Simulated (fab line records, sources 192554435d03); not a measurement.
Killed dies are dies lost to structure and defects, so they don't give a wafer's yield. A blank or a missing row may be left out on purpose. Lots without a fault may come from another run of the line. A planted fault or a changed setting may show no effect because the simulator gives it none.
Which tool did it? | flow n5_finfet | 12 lots, 36 wafers sampled, at 2 steps of a route of 1938

WHAT THE GAUGES READ, wafer by wafer
N5_STI_FIN_REVEAL_FIN_H_MEAS_10.
lot  | measured    | on     | trench_depth_nm (nm)
L075 | day 2 18:11 | ocd-02 | 51.2 51.1 50.8
L077 | day 3 07:40 | ocd-02 | 52.0 52.7 52.3
L079 | day 3 19:01 | ocd-01 | 51.7 51.9 52.4
L081 | day 4 07:31 | ocd-02 | 52.7 51.8 51.7
L083 | day 4 19:45 | ocd-02 | 52.4 52.3 51.7
L085 | day 5 17:34 | ocd-02 | 51.5 51.0 50.8
L087 | day 6 00:17 | ocd-01 | 51.7 52.7 52.3
L089 | day 6 08:04 | ocd-01 | 51.4 51.1 50.8
L091 | day 6 20:39 | ocd-01 | 52.7 53.0 52.5
L093 | day 7 08:02 | ocd-02 | 52.0 51.2 51.1
L095 | day 7 21:32 | ocd-02 | 52.0 52.1 52.3
L097 | day 8 07:53 | ocd-01 | 52.9 51.7 51.7

WHICH TOOL RAN EACH LOT (tool, then ch and the chambers of the sampled wafers, then the start)
lot  | N5_STI_FIN_REVEAL_OXIDATION_33
L075 | plasma_asher-01 ch 0,1, day 2 18:01
L077 | plasma_asher-02 ch 0,1, day 3 07:28
L079 | plasma_asher-02 ch 0,1, day 3 18:49
L081 | plasma_asher-01 ch 0, day 4 07:19
L083 | plasma_asher-01 ch 0,1, day 4 19:34
L085 | plasma_asher-01 ch 0,1, day 5 17:23
L087 | plasma_asher-01 ch 1, day 6 00:04
L089 | plasma_asher-01 ch 0,1, day 6 07:53
L091 | plasma_asher-01 ch 0,1, day 6 20:27
L093 | plasma_asher-01 ch 0,1, day 7 07:50
L095 | plasma_asher-01 ch 0,1, day 7 21:17
L097 | plasma_asher-01 ch 0,1, day 8 07:40
- N5_STI_FIN_REVEAL_OXIDATION_33: chemistry O2 PLASMA REMOTE, time 20 s.

THE ANSWER, worked out from the rows above alone
Rule: what is usual is taken from the lots themselves. Put in order of their means at a reading, lots are off if they are a third of the lots or fewer, leave a main group of 4 or more, and stand apart from it by a gap of 3 or more times the standard deviation of the main group's means; of several such gaps the widest counts. A main group whose means are all the same, to the digits that the tables above print for the reading, isn't used. A lot without any number at a reading at which 4 lots or more have one is off too. The other lots that the step has rows for count as sound.
No lot is off at any reading shown: from this, nothing can be told.

WHAT THE SIMULATOR HAD PUT IN
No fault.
